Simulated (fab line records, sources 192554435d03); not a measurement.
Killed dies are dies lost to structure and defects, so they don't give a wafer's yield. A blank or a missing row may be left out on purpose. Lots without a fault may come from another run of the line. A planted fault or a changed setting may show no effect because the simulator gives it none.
Chamber matching | flow n5_finfet | N5_HKMG_FIN_ALD_74 on ald_hk-03: 4 sister chambers
The step deposits La2O3, target thk 0.5 nm, pulse time 6 s, co reactant pulse time 1 s. 14 wafers are shown with their chamber, then 7 later ones without.

WAFERS WITH THEIR CHAMBER
wafer  | chamber | heater_power_w (W) | precursor_pulse_height_rel
L074.1 | 3       | 335                | 1.007
L074.5 | 1       | 369                | 1.019
L074.6 | 2       | 360                | 0.952
L078.4 | 1       | 367                | 0.988
L078.5 | 2       | 361                | 0.950
L078.6 | 1       | 352                | 1.006
L086.1 | 3       | 345                | 0.969
L086.2 | 1       | 358                | 0.992
L086.3 | 2       | 357                | 1.000
L090.1 | 2       | 360                | 1.028
L090.2 | 3       | 345                | 1.035
L090.6 | 3       | 339                | 1.019
L091.2 | 0       | 313                | 1.019
L091.3 | 1       | 362                | 0.981

SIGNATURES (means of the wafers above)
reading                    | chamber 0 | chamber 1 | chamber 2 | chamber 3 | scatter within a chamber
heater_power_w             | 313.00    | 361.60    | 359.50    | 341.00    | 5.2
precursor_pulse_height_rel | 1.01900   | 0.99720   | 0.98250   | 1.00750   | 0.0277
Rule: a wafer's distance from a chamber is the root of the sum, over the readings, of the square of ((its reading less the chamber's mean) divided by the reading's scatter). The wafer belongs to the nearest chamber; if the next one is less than 2 further off, it can't be placed. The scatter: the root of (the sum of the squares of (reading less its chamber's mean) over the shown wafers, divided by (wafers less chambers)).

WAFERS WITHOUT THEIR CHAMBER
wafer  | heater_power_w (W) | precursor_pulse_height_rel
L091.4 | 339                | 1.003
L093.1 | 366                | 0.973
L093.5 | 315                | 0.995
L093.6 | 369                | 1.012
L095.1 | 360                | 1.008
L095.2 | 312                | 1.017
L095.4 | 358                | 1.021

WHICH CHAMBER EACH WENT THROUGH
wafer  | from the rows above     | in truth
L091.4 | 3                       | 3
L093.1 | can't be placed: 1 or 2 | 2
L093.5 | 0                       | 0
L093.6 | can't be placed: 1 or 2 | 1
L095.1 | can't be placed: 1 or 2 | 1
L095.2 | 0                       | 0
L095.4 | can't be placed: 1 or 2 | 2
Placed correctly: 3 of 7. Can't be placed from these rows: 4 (the true chamber is among the candidates in 4). Placed wrongly: 0.
